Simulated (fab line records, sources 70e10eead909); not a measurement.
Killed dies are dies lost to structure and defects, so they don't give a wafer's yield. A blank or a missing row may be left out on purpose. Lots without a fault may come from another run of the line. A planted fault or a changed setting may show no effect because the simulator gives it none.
Tool commonality check | flow nand_harc | 11 lots, 39 wafers sampled

WHY IT WAS OPENED
At NHARC_P_GATE_CD_MEAS_26 the reading cd_nm is flagged on 2 of 11 lots. Wafers without a fault read 120.0 nm, standard deviation 0.52.
Rule: a lot is flagged when every wafer of it that has a number lies more than 4 standard deviations from that mean, or none has a number. The other lots count as sound.

lot  | measured     | on        | cd_nm (nm), wafer by wafer          | flag
L483 | day 4 11:12  | cd_sem-02 | 119.7 119.8 119.9                   |
L484 | day 4 23:50  | cd_sem-03 | 120.9 120.4 120.2                   |
L489 | day 6 14:31  | cd_sem-03 | 120.3 121.0 120.9                   |
L492 | day 6 21:15  | cd_sem-01 | 119.7 119.2 119.4                   |
L496 | day 7 22:28  | cd_sem-03 | 120.1 119.3 119.6                   |
L495 | day 7 23:13  | cd_sem-03 | 149.7 149.6 149.2 149.8 149.2 149.3 | FLAGGED
L500 | day 9 01:05  | cd_sem-01 | 149.0 149.4 149.4 148.6 149.3 149.9 | FLAGGED
L503 | day 9 17:04  | cd_sem-01 | 120.0 120.7 121.1                   |
L504 | day 9 20:32  | cd_sem-01 | 120.1 120.1 120.2                   |
L506 | day 10 04:05 | cd_sem-03 | 119.7 120.0 119.9                   |
L505 | day 10 04:14 | cd_sem-03 | 119.5 119.8 119.4                   |
The numbers of the flagged lots are 149.4 nm on average: +29.4 nm against the usual, or +56 standard deviations.

WHICH TOOL RAN EACH LOT
The record holds 3 process steps before the reading, out of a route of 1159 steps. In each cell: the tool, then ch and the chambers that the sampled wafers went through, then the start.
lot  | flag    | NHARC_P_STI_ETCH_42               | NHARC_P_GATE_DESCUM_13            | NHARC_P_GATE_EXPOSE_23
L483 |         | rie_diel-03 ch 0,3, day 2 08:44   | rie_diel-04 ch 0,1, day 3 19:55   | arfi_scanner-03 ch 0, day 4 11:04
L484 |         | rie_diel-12 ch 0,2, day 2 20:33   | rie_diel-10 ch 2,3, day 4 08:23   | arfi_scanner-03 ch 0, day 4 23:42
L489 |         | rie_diel-12 ch 1,2, day 4 02:32   | rie_diel-10 ch 0,2,3, day 5 18:54 | arfi_scanner-01 ch 0, day 6 14:23
L492 |         | rie_diel-03 ch 0,2,3, day 4 17:52 | rie_diel-10 ch 1,2, day 6 05:23   | arfi_scanner-01 ch 0, day 6 21:07
L496 |         | rie_diel-12 ch 1,2,3, day 5 15:07 | rie_diel-04 ch 1,3, day 7 09:23   | arfi_scanner-02 ch 0, day 7 22:19
L495 | FLAGGED | rie_diel-07 ch 0,1, day 5 15:03   | rie_diel-04 ch 0,1,2, day 7 08:55 | arfi_scanner-01 ch 0, day 7 23:05
L500 | FLAGGED | rie_diel-03 ch 1,2,3, day 6 17:50 | rie_diel-04 ch 0,1,2, day 8 10:56 | arfi_scanner-01 ch 0, day 9 00:56
L503 |         | rie_diel-12 ch 0,1, day 7 11:59   | rie_diel-04 ch 0,2, day 9 03:17   | arfi_scanner-03 ch 0, day 9 16:55
L504 |         | rie_diel-03 ch 1,2,3, day 7 18:43 | rie_diel-10 ch 1,2,3, day 9 06:24 | arfi_scanner-02 ch 0, day 9 20:24
L506 |         | rie_diel-03 ch 0,1,2, day 8 02:59 | rie_diel-04 ch 2,3, day 9 14:33   | arfi_scanner-03 ch 0, day 10 03:57
L505 |         | rie_diel-12 ch 1,2, day 8 03:10   | rie_diel-04 ch 0,1, day 9 14:24   | arfi_scanner-02 ch 0, day 10 04:06
What these steps do:
- NHARC_P_STI_ETCH_42: etches the open film in N2/H2, target depth 80 nm, overetch 24 nm, time 61 s.
- NHARC_P_GATE_DESCUM_13: chemistry O2, time 3 s.
- NHARC_P_GATE_EXPOSE_23: exposes mask P GATE, target cd 120 nm.
- NHARC_P_GATE_CD_MEAS_26: target cd 120 nm.

FLAGGED OVER TOTAL, TOOL BY TOOL (the gauges that took the reading come last)
step                    | tool            | lots run | flagged | share of the flagged lots | sound lots run after its first flagged lot
NHARC_P_STI_ETCH_42     | rie_diel-03     | 5        | 1       | some                      | 2 (L504,L506)
NHARC_P_STI_ETCH_42     | rie_diel-07     | 1        | 1       | some                      | 0
NHARC_P_STI_ETCH_42     | rie_diel-12     | 5        | 0       | none                      | -
NHARC_P_GATE_DESCUM_13  | rie_diel-04     | 7        | 2       | all                       | 4 (L496,L503,L505,L506)
NHARC_P_GATE_DESCUM_13  | rie_diel-10     | 4        | 0       | none                      | -
NHARC_P_GATE_EXPOSE_23  | arfi_scanner-01 | 4        | 2       | all                       | 0
NHARC_P_GATE_EXPOSE_23  | arfi_scanner-02 | 3        | 0       | none                      | -
NHARC_P_GATE_EXPOSE_23  | arfi_scanner-03 | 4        | 0       | none                      | -
NHARC_P_GATE_CD_MEAS_26 | cd_sem-01       | 4        | 1       | some                      | 2 (L503,L504)
NHARC_P_GATE_CD_MEAS_26 | cd_sem-02       | 1        | 0       | none                      | -
NHARC_P_GATE_CD_MEAS_26 | cd_sem-03       | 6        | 1       | some                      | 2 (L506,L505)

WHAT THE TABLE ALLOWS
2 rows of the table ran every flagged lot: rie_diel-04 at NHARC_P_GATE_DESCUM_13, arfi_scanner-01 at NHARC_P_GATE_EXPOSE_23.
- rie_diel-04 at NHARC_P_GATE_DESCUM_13: 2 of its 7 lots flagged. Sound lots ran on it after the first flagged one (L496, L503, L505, L506), which a lasting fault on the whole tool wouldn't allow.
- arfi_scanner-01 at NHARC_P_GATE_EXPOSE_23: 2 of its 4 lots flagged. Its last sound lot is L492 (day 6 21:07), its first flagged lot L495 (day 7 23:05): a fault that began between those two fits. Its own readings lie more than 4 standard deviations out on every wafer of the flagged lots: exposure_dose_mJ_cm2.
One tool is left: arfi_scanner-01 at NHARC_P_GATE_EXPOSE_23.

WHAT THE SIMULATOR HAD PUT IN
Process parameter drift: arfi_scanner-01, from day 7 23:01 on, at NHARC_P_GATE_EXPOSE_23. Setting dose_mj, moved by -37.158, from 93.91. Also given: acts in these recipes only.
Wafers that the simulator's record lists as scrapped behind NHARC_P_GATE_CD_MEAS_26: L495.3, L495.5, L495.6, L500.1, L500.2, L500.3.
Lots struck among those shown: L495, L500. The rule above found the same.
